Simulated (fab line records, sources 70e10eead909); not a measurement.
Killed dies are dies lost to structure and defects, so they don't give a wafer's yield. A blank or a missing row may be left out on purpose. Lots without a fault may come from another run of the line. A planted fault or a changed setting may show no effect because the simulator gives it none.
Chamber matching | flow nand_harc | NHARC_P_STI_ETCH_15 on rie_si-02: 4 sister chambers
The step etches the open film in HBr/Cl2, target depth 300 nm, time 100.1 s. 8 wafers are shown with their chamber, then 9 later ones without.

WAFERS WITH THEIR CHAMBER
wafer  | chamber | drypump_motor_current_A (A) | oes_product_au (a.u.)
L084.2 | 3       | 5.2                         | 1.000
L084.5 | 0       | 6.5                         | 1.008
L085.1 | 0       | 6.4                         | 1.007
L085.5 | 3       | 5.2                         | 1.008
L085.6 | 2       | 5.6                         | 0.996
L087.3 | 1       | 5.9                         | 1.003
L087.5 | 2       | 5.6                         | 1.007
L087.6 | 1       | 5.9                         | 1.003

WAFERS WITHOUT THEIR CHAMBER
wafer  | drypump_motor_current_A (A) | oes_product_au (a.u.)
L089.1 | 6.4                         | 1.017
L089.2 | 5.6                         | 1.007
L089.5 | 5.2                         | 1.020
L092.1 | 5.9                         | 0.992
L092.2 | 5.2                         | 1.016
L092.4 | 6.4                         | 1.010
L097.1 | 5.9                         | 0.996
L097.3 | 5.6                         | 1.006
L097.5 | 5.2                         | 1.010

WHICH CHAMBER EACH WENT THROUGH
wafer  | from the rows above | in truth
L089.1 | 0                   | 0
L089.2 | 2                   | 2
L089.5 | 3                   | 3
L092.1 | 1                   | 1
L092.2 | 3                   | 3
L092.4 | 0                   | 0
L097.1 | 1                   | 1
L097.3 | 2                   | 2
L097.5 | 3                   | 3
Placed correctly: 9 of 9. Can't be placed from these rows: 0. Placed wrongly: 0.
How it was worked out, from the rows above alone: a wafer's distance from a chamber is the root of the sum, over the readings, of the square of ((its reading less the chamber's mean) divided by the reading's scatter). The wafer belongs to the nearest chamber; if the next one is less than 2 further off, it can't be placed. A chamber's mean is the mean of its shown wafers. The scatter: the root of (the sum of the squares of (reading less its chamber's mean) over the shown wafers, divided by (wafers less chambers)).
